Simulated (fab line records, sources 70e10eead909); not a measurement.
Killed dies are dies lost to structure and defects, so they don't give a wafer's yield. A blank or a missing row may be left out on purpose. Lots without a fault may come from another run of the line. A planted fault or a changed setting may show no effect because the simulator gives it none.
fab line records | flow nand_harc
record lots=13 wafers=39 last_day=33
route steps=1302 shown P_M2@330 END@1302
lots that met no fault: from a run of the same line without faults
start_h: hours from the record's first day to the start of the lot's first wafer shown | wait_h: hours since the lot's step before | " the same as in the row above | L1.1+2: a row that stands for several wafers | - no value, or no start given | * or withheld: withheld | < > ~ a bound
route shown NAME@n: a module of which the file shows steps, and the number in the route of the first | usual: mean/standard deviation of fault-free wafers | same: alike in all rows | chamber/n: place in a boat | sites: the reading at each site | _std_site: their standard deviation | _edge_site: outer sites' mean less inner sites' | radius_mm: how far each site lies from the wafer's centre | mask NAME#n: copy n | behind: the tool/chamber that last shaped the wafer | hold: why the lot was held/for how many hours/how that ended | device: the transistor (n, p or np) that didn't switch | end of line: the same wafers' tests at the end of the route | a step without rows: its recipe alone | killed: dies lost to structure and defects at the first sort, not the wafer's yield | map: a wafer's dies, x killed, . not, _ none there
set.NAME: the setting as run; set.NAME@STEP: as run at that earlier step | model.NAME: the simulator's own value behind a step, which no gauge read
steps of the route over a sample of lots; a table a step, a row a wafer
services: from which hour (start_h, from the record's first day; less than 0 if before it) a tool's chamber was out of use, for how many hours, and why
## steps
# step NHARC_P_M2_INSPECT_11
# usual raw_defect_count=4.6/2.4
# columns lot.wafer tool chamber start_h wait_h raw_defect_count
L551.1 defect_inspect-01 - 133.72 0.0 8
L551.2 " - " " 6
L551.6 " - " " 11
L553.1 defect_inspect-02 - 158.04 0.0 4
L553.2 " - " " 7
L553.6 " - " " 3
L554.2 defect_inspect-01 - 165.96 0.0 5
L554.3 " - " " 9
L554.6 " - " " 7
L555.2 defect_inspect-02 - 179.52 0.0 1
L555.4 " - " " 6
L555.5 " - " " 2
L556.1 defect_inspect-02 - 184.33 0.0 6
L556.2 " - " " 9
L556.3 " - " " 7
L558.1 defect_inspect-02 - 210.11 0.0 3
L558.2 " - " " 2
L558.5 " - " " 10
L559.3 defect_inspect-01 - 216.44 0.0 4
L559.4 " - " " 2
L559.6 " - " " 4
L568.1 defect_inspect-01 - 306.35 0.0 9
L568.4 " - " " 9
L568.5 " - " " 6
L569.1 defect_inspect-01 - 316.06 0.0 5
L569.2 " - " " 7
L569.4 " - " " 8
L570.3 defect_inspect-01 - 331.61 0.0 3
L570.4 " - " " 4
L570.6 " - " " 4
L571.1 defect_inspect-01 - 335.50 0.0 4
L571.2 " - " " 7
L571.4 " - " " 5
L572.2 defect_inspect-01 - 350.25 0.0 5
L572.3 " - " " 3
L572.6 " - " " 3
L573.2 defect_inspect-01 - 357.47 0.0 3
L573.3 " - " " 6
L573.4 " - " " 2
# step NHARC_P_M2_DESCUM_14
# recipe time_s=3 o2_flow_sccm=200 ar_flow_sccm=0 bias_power_w=0 chemistry=O2
# usual drypump_motor_current_A=5.6/0.37 o2_flow_sccm=200.1/0.56 oes_product_au=0.999/0.011 rf_vpp_V=57.9/0.81 showerhead_plenum_p_Torr=1.96/0.068 throttle_valve_pct=11.312/0.0089
# columns lot.wafer tool chamber start_h wait_h drypump_motor_current_A o2_flow_sccm oes_product_au rf_hours_counter_h rf_vpp_V showerhead_plenum_p_Torr throttle_valve_pct
L551.2 rie_diel-05 3 133.79 0.1 5.3 200.7 1.029 2.0 57.5 1.90 11.302
L551.1 " 0 " " 6.2 200.9 0.991 2.8 57.6 2.01 11.315
L551.6 " 3 " " 5.3 200.4 1.017 - 58.1 1.90 11.309
L553.1 rie_diel-06 0 158.10 0.1 5.3 199.6 0.997 0.6 56.3 1.93 11.319
L553.2 " 1 " " 6.0 200.4 0.989 0.6 58.2 1.99 11.315
L553.6 " 1 " " 6.0 201.3 0.984 - 59.0 1.99 11.317
L554.3 rie_diel-05 3 166.03 0.1 5.3 200.1 1.011 4.5 58.2 1.90 11.329
L554.2 " 0 " " 6.2 199.9 0.995 4.9 58.5 2.01 11.305
L554.6 " 3 " " 5.3 200.2 1.002 - 57.9 1.90 11.301
L555.2 rie_diel-05 1 179.58 0.1 5.3 200.5 0.999 5.5 57.6 2.04 11.305
L555.4 " 0 " " 6.2 199.8 1.003 5.2 55.6 2.01 11.320
L555.5 " 1 " " 5.3 200.3 1.001 - 58.5 2.04 11.312
L556.1 rie_diel-06 2 184.40 0.1 5.8 199.4 1.019 2.4 58.2 1.87 11.318
L556.3 " 0 " " 5.3 199.5 1.000 2.0 57.1 1.93 11.307
L556.2 " 1 " " 6.0 200.5 0.985 2.4 57.7 1.99 11.326
L558.2 rie_diel-06 2 210.18 0.1 5.8 199.8 1.002 4.5 57.0 1.87 11.312
L558.1 " 0 " " 5.2 201.1 0.997 4.7 58.4 1.92 11.307
L558.5 " 2 " " 5.8 199.4 1.005 - 57.1 1.87 11.303
L559.4 rie_diel-05 0 216.50 0.1 6.2 200.9 0.996 7.4 57.9 2.01 11.310
L559.3 " 1 " " 5.3 200.4 0.999 7.8 58.1 2.04 11.315
L559.6 " 1 " " 5.3 200.5 1.004 - 57.9 2.04 11.319
L568.1 rie_diel-05 2 306.42 0.1 5.2 200.2 0.985 4.3 58.2 2.04 11.321
L568.4 " 3 " " 5.3 200.5 0.998 4.5 58.2 1.90 11.324
L568.5 " 1 " " 5.3 200.6 0.983 - 57.2 2.04 11.298
L569.4 rie_diel-05 0 316.12 0.1 6.1 200.0 1.006 3.9 56.9 2.01 11.314
L569.1 " 1 " " 5.3 201.3 0.997 3.6 58.7 2.04 11.314
L569.2 " 3 " " 5.3 199.8 0.997 4.8 57.3 1.90 11.295
L570.3 rie_diel-04 1 331.68 0.1 6.0 200.8 1.008 9.4 57.3 1.89 11.308
L570.4 " 2 " " 5.2 200.7 1.002 8.8 57.4 1.94 11.311
L570.6 " 1 " " 6.0 200.6 0.996 - 57.8 1.89 11.304
L571.2 rie_diel-06 1 335.57 0.1 6.0 200.1 1.009 1.0 57.4 1.98 11.326
L571.1 " 2 " " 5.8 200.6 0.985 1.4 58.0 1.87 11.315
L571.4 " 1 " " 5.9 199.4 1.011 - 58.9 1.98 11.325
L572.3 rie_diel-04 0 350.31 0.1 5.7 200.6 1.020 9.1 57.0 1.82 11.320
L572.2 " 1 " " 5.9 200.3 1.022 10.3 57.4 1.89 11.303
L572.6 " 2 " " 5.2 199.9 1.010 - 57.6 1.94 11.316
L573.2 rie_diel-05 2 357.53 0.1 5.2 200.3 0.991 6.3 58.5 2.04 11.320
L573.3 " 3 " " 5.3 200.0 0.991 6.5 58.2 1.90 11.303
L573.4 " 0 " " 6.2 199.9 0.995 5.6 58.0 2.01 11.314
# step NHARC_P_M2_ETCH_15
# recipe target_depth_a=1825 time_s=91.2 c4f8_flow_sccm=withheld ar_flow_sccm=400 rf_w=600 bias_w=300 chemistry=C4F8/Ar
# usual bias_w=300.0/0.84 oes_product_au=0.943/0.022 rf_vpp_V=442.2/2.2
# columns lot.wafer tool chamber start_h wait_h bias_w oes_product_au rf_hours_counter_h rf_vpp_V
L551.1 rie_diel-05 3 - - 299.5 0.978 2.0 441.4
L551.2 " 0 " " 299.9 0.977 2.8 442.6
L551.6 " 0 " " 299.9 0.980 - 444.4
L553.2 rie_diel-06 0 - - 301.0 0.929 0.6 441.5
L553.1 " 2 " " 300.1 0.939 0.3 439.7
L553.6 " 0 " " 299.1 0.931 - 440.1
L554.3 rie_diel-05 1 - - 301.1 0.967 5.2 445.2
L554.2 " 2 " " 301.0 0.945 5.5 444.4
L554.6 " 1 " " 299.8 0.959 - 445.1
L555.2 rie_diel-05 3 - - 300.7 0.932 4.8 439.6
L555.4 " 0 " " 300.0 0.933 5.3 443.4
L555.5 " 1 " " 299.3 0.928 - 444.1
L556.2 rie_diel-06 2 - - 299.3 0.961 2.4 440.9
L556.1 " 3 " " 300.4 0.932 1.8 441.0
L556.3 " 1 " " 298.5 0.918 2.4 442.9
L558.1 rie_diel-06 2 - - 300.4 0.930 4.5 439.9
L558.2 " 0 " " 299.3 0.919 4.8 442.2
L558.5 " 1 " " 299.3 0.916 - 443.2
L559.4 rie_diel-05 2 - - 299.8 0.926 8.0 445.6
L559.3 " 3 " " 299.2 0.929 7.0 439.0
L559.6 " 2 " " 298.4 0.927 - 443.7
L568.4 rie_diel-05 0 - - 298.8 0.990 3.7 443.9
L568.1 " 2 " " 300.6 0.955 4.4 444.6
L568.5 " 3 " " 299.9 0.975 - 441.6
L569.2 rie_diel-05 1 - - 299.6 0.947 3.7 445.4
L569.1 " 2 " " 299.1 0.957 4.5 444.1
L569.4 " 0 " " 299.7 0.962 4.0 444.8
L570.4 rie_diel-04 3 - - 301.0 0.937 7.8 440.5
L570.3 " 1 " " 300.4 0.929 9.4 442.6
L570.6 " 2 " " 301.0 0.937 - 441.2
L571.1 rie_diel-06 2 - - 301.0 0.950 1.4 438.9
L571.2 " 1 " " 300.9 0.974 1.0 442.1
L571.4 " 1 " " 299.9 0.957 - 442.5
L572.3 rie_diel-04 2 - - 299.5 0.930 9.9 442.3
L572.2 " 0 " " 301.3 0.924 9.1 439.0
L572.6 " 2 " " 300.7 0.920 - 440.6
L573.2 rie_diel-05 1 - - 299.5 0.969 5.5 444.6
L573.3 " 2 " " 299.9 0.961 6.4 443.9
L573.4 " 0 " " 299.3 0.980 5.7 443.1
# step NHARC_P_M2_PVD_21
# recipe target_thk_a=300 chamber_pressure_pa=5 power_w=5000 substrate_temp_c=30 time_s=20.49 material=Cu
# usual cathode_dc_power_W=5000.1/0.91 chamber_pressure_pa=5.001/0.01 throttle_valve_pct=30.6/0.79
# columns lot.wafer tool chamber start_h wait_h cathode_dc_power_W chamber_pressure_pa throttle_valve_pct
L551.1 pvd_sputter-01 - 135.04 - 4999.8 4.987 30.2
L551.2 " - " " 5000.4 5.009 31.6
L551.6 " - " " 5000.2 5.002 30.1
L553.1 pvd_sputter-02 - 159.37 - 4999.9 5.010 30.3
L553.2 " - " " 5000.2 5.011 30.1
L553.6 " - " " 5001.1 5.009 30.5
L554.3 pvd_sputter-01 - 167.27 - 4999.3 4.988 30.6
L554.2 " - " " 4999.2 5.012 30.2
L554.6 " - " " 5002.0 5.010 30.5
L555.2 pvd_sputter-01 - 180.82 - 5000.0 5.009 30.4
L555.4 " - " " 4999.9 4.997 31.7
L555.5 " - " " 4999.2 4.988 30.0
L556.2 pvd_sputter-02 - 185.69 - 5001.8 5.002 29.8
L556.1 " - " " 4999.7 5.002 31.7
L556.3 " - " " 5001.3 5.011 30.4
L558.2 pvd_sputter-01 - 211.43 - - - -
L558.1 " - " " - - -
L558.5 " - " " - - -
L559.3 pvd_sputter-02 - 217.75 - - - -
L559.4 " - " " - - -
L559.6 " - " " - - -
L568.4 pvd_sputter-02 - 307.68 - 5000.1 5.010 29.1
L568.1 " - " " 4999.7 5.004 32.0
L568.5 " - " " 5000.3 5.006 30.5
L569.1 pvd_sputter-01 - 317.42 - 5000.1 5.000 30.7
L569.2 " - " " 4999.7 5.001 30.2
L569.4 " - " " 5001.5 5.004 29.7
L570.3 pvd_sputter-01 - 332.99 - 5000.1 4.992 30.4
L570.4 " - " " 5000.8 5.016 31.7
L570.6 " - " " 5000.3 4.998 30.7
L571.4 pvd_sputter-02 - 336.91 - 5002.3 4.993 31.1
L571.1 " - " " 4999.3 5.009 32.1
L571.2 " - " " 4999.6 4.982 30.6
L572.3 pvd_sputter-01 - 351.59 - 4999.3 4.993 30.5
L572.2 " - " " 4999.0 4.998 29.7
L572.6 " - " " 5000.5 5.008 30.2
L573.4 pvd_sputter-02 - 358.77 - 5001.3 4.994 32.1
L573.2 " - " " 4998.9 4.996 30.7
L573.3 " - " " 5001.6 4.999 31.1
# step NHARC_END_SORT_01
# recipe temp_c=25
# usual defect_limited_yield=90/3.8 killed_at_array=61/26 killed_at_other=0.8/1.1 killed_at_periphery=4.0/2.6 killed_dies=66/26 killed_open=3.1/1.7 killed_short=2.5/1.5
# same gross_dies=677
# columns lot.wafer tool chamber start_h wait_h defect_limited_yield[%] killed_at_array killed_at_other killed_at_periphery killed_dies killed_open killed_short
L559.3 prober-01 0 644.33 3.1 0 32 1 644 677 5 2
L559.4 prober-01 0 645.13 3.4 0 34 1 642 677 1 2
L559.6 prober-01 0 646.72 4.0 0 34 1 642 677 1 5
L568.1 prober-01 0 738.60 2.5 92 46 0 5 51 1 1
L568.4 prober-01 0 741.05 3.4 91 54 0 6 60 3 4
L568.5 prober-01 0 741.86 3.8 93 46 0 3 49 1 4
# killed by level:class
L559.3 P_M2:area_pvd=640 A_CHANNEL_HOLE_D2:chamber_film_flake=14 A_CONTACT:chamber_film_flake=5 A_CHANNEL_HOLE_D1:chamber_film_flake=4 A_ONON_D1:geometric_particle:open=2 A_WL_FILL:chamber_film_flake=2 P_CONTACT:geometric_particle:short=1 P_CONTACT:geometric_particle:open=1
L559.4 P_M2:area_pvd=642 A_CHANNEL_HOLE_D2:chamber_film_flake=13 A_CHANNEL_HOLE_D1:chamber_film_flake=5 A_SLIT:chamber_film_flake=4 A_CONTACT:chamber_film_flake=4 A_STAIRCASE:chamber_film_flake=2 A_WL_FILL:chamber_film_flake=2 A_SOURCE_PLATE:geometric_particle:short=1
L559.6 P_M2:area_pvd=639 A_CHANNEL_HOLE_D2:chamber_film_flake=14 A_CHANNEL_HOLE_D1:chamber_film_flake=5 A_CONTACT:chamber_film_flake=5 A_SLIT:chamber_film_flake=4 A_WL_FILL:geometric_particle:short=2 P_CONTACT:geometric_particle:short=1 P_M0:geometric_particle:short=1
L568.1 A_CHANNEL_HOLE_D2:chamber_film_flake=25 A_CHANNEL_HOLE_D1:chamber_film_flake=9 A_CONTACT:chamber_film_flake=5 P_CONTACT:chamber_film_flake=4 A_SLIT:chamber_film_flake=3 A_WL_FILL:geometric_particle:short=1 A_BLC:geometric_particle:open=1 P_BONDPAD:chamber_film_flake=1
L568.4 A_CHANNEL_HOLE_D2:chamber_film_flake=16 A_CHANNEL_HOLE_D1:chamber_film_flake=12 A_SLIT:chamber_film_flake=8 A_CONTACT:chamber_film_flake=6 P_CONTACT:chamber_film_flake=4 A_ZERO_WELL:chamber_film_flake=3 A_BLC:geometric_particle:open=2 P_STI:chamber_film_flake=2
L568.5 A_CHANNEL_HOLE_D2:chamber_film_flake=19 A_CHANNEL_HOLE_D1:chamber_film_flake=7 A_SLIT:chamber_film_flake=6 A_CONTACT:chamber_film_flake=4 A_ONON_D1:geometric_particle:short=2 P_CONTACT:chamber_film_flake=2 A_ZERO_WELL:chamber_film_flake=2 A_WL_FILL:chamber_film_flake=2
## services
# columns tool chamber start_h hours kind
rie_diel-05 0 110.60 - clean
rie_diel-05 1 110.60 - clean
rie_diel-05 2 110.60 - clean
rie_diel-05 3 110.60 - clean
rie_diel-06 - 130.20 9.0 pm
rie_diel-05 0 135.10 - clean
rie_diel-05 1 135.10 - clean
rie_diel-05 2 135.10 - clean
rie_diel-05 3 135.10 - clean
rie_diel-06 3 147.40 10.5 repair
rie_diel-06 2 149.92 2.8 repair
pvd_sputter-01 - 158.12 1.4 repair
pvd_sputter-02 - 169.53 5.6 repair
rie_diel-04 0 170.45 6.7 repair
rie_diel-04 - 177.93 9.0 pm
pvd_sputter-01 - 226.03 10.0 pm
rie_diel-05 - 229.60 9.0 pm
pvd_sputter-02 - 238.18 2.4 repair
pvd_sputter-02 - 282.01 10.0 pm
rie_diel-06 - 307.20 9.0 pm
rie_diel-06 0 331.95 4.6 repair
rie_diel-04 3 346.67 5.6 repair
rie_diel-04 3 354.84 5.3 repair
rie_diel-04 - 354.93 9.0 pm
## key
first_sign step=NHARC_P_M2_PVD_21 reading=tool_record direction=missing
effect step=NHARC_END_SORT_01 reading=killed_at_periphery direction=up sigmas=99+ usual=4.0 struck=642.7
more_kills_born_at NHARC_P_M2_PVD_21@pvd_sputter-02=1921
met_at NHARC_P_M2_PVD_21
struck_lots L558,L559
later_rows_left_out L558.1,L558.2,L558.5,L559.3,L559.4,L559.6
sort_left_out L558.1,L558.2,L558.5
not_acting_at NHARC_P_M2_INSPECT_11,NHARC_P_M2_DESCUM_14,NHARC_P_M2_ETCH_15
onset_between 185.69 211.43
fault kind=skipped_step_whole tool=pvd_sputter-01,pvd_sputter-02 chamber=- onset_h=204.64 steps=NHARC_P_M2_PVD_21 scope=struck_lots_only
# sort_left_out: the simulated sort isn't trusted on such a fault, so these wafers' sort isn't shown, and their yield isn't known
# later_rows_left_out: the simulator's readings of these wafers behind a module that went badly wrong aren't trusted and aren't shown, but for the sort
